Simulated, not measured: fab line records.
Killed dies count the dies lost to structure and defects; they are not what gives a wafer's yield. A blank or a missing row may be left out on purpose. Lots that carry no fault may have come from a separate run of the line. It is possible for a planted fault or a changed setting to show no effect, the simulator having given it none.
Chamber matching | flow n5Finfet | 4 sister chambers for N5_MOL_CONTACT_COAG_STRIP_72 on rieDiel-04
The step strips in N2/H2. 16 wafers are shown with their chamber, then 8 later ones without.

## EACH WAFER AND ITS CHAMBER
wafer  | chamber | drypumpMotorCurrentA (A) | throttleValvePct (%) | showerheadPlenumPTorr (Torr)
L080.2 | 3       | 6.0                      | 24.1                 | 2.38
L080.3 | 1       | 6.1                      | 23.2                 | 2.70
L080.4 | 2       | 5.7                      | 23.2                 | 2.50
L081.3 | 1       | 6.1                      | 23.2                 | 2.70
L081.4 | 1       | 6.1                      | 23.2                 | 2.70
L081.5 | 2       | 5.8                      | 23.2                 | 2.49
L083.1 | 0       | 6.5                      | 23.4                 | 2.68
L083.2 | 2       | 5.7                      | 23.1                 | 2.49
L083.4 | 2       | 5.7                      | 23.2                 | 2.49
L084.1 | 1       | 6.1                      | 23.2                 | 2.69
L084.2 | 0       | 6.5                      | 23.5                 | 2.67
L084.3 | 2       | 5.7                      | 23.2                 | 2.49
L092.1 | 1       | 6.1                      | 23.2                 | 2.68
L092.4 | 0       | 6.5                      | 23.4                 | 2.67
L092.5 | 3       | 6.0                      | 23.6                 | 2.69
L093.3 | 0       | 6.5                      | 23.4                 | 2.66

SIGNATURES (means of the wafers above)
reading               | chamber 0 | chamber 1 | chamber 2 | chamber 3 | scatter within a chamber
drypumpMotorCurrentA  | 6.500     | 6.100     | 5.720     | 6.000     | 0.0258
throttleValvePct      | 23.425    | 23.200    | 23.180    | 23.850    | 0.108
showerheadPlenumPTorr | 2.6700    | 2.6940    | 2.4920    | 2.5350    | 0.0637
Rule: distance of a wafer from a chamber = root of the sum over the readings of ((wafer's reading minus chamber's mean) / reading's scatter) squared. If the next closest chamber is less than 2 further off than the closest, the wafer can't be placed; otherwise it belongs to the closest. The scatter: take each reading less its chamber's mean, square it, sum over the shown wafers, divide by the number of wafers less the number of chambers, and take the root.

## WAFERS WHOSE CHAMBER IS MISSING
wafer  | drypumpMotorCurrentA (A) | throttleValvePct (%) | showerheadPlenumPTorr (Torr)
L093.4 | 6.0                      | 23.6                 | 2.68
L093.5 | 6.5                      | 23.4                 | 2.66
L095.2 | 5.9                      | 23.6                 | 2.68
L095.3 | 5.7                      | 22.9                 | 2.48
L095.4 | 6.5                      | 23.4                 | 2.66
L097.2 | 6.0                      | 23.6                 | 2.68
L097.3 | 6.1                      | 23.2                 | 2.68
L097.4 | 5.7                      | 22.9                 | 2.48

## WHICH CHAMBER EACH WENT THROUGH
wafer  | from the rows above | in truth
L093.4 | 3                   | 3
L093.5 | 0                   | 0
L095.2 | 3                   | 3
L095.3 | 2                   | 2
L095.4 | 0                   | 0
L097.2 | 3                   | 3
L097.3 | 1                   | 1
L097.4 | 2                   | 2
8 of 8 placed correctly. Can't be placed from these rows: 0. Wrongly placed: 0.
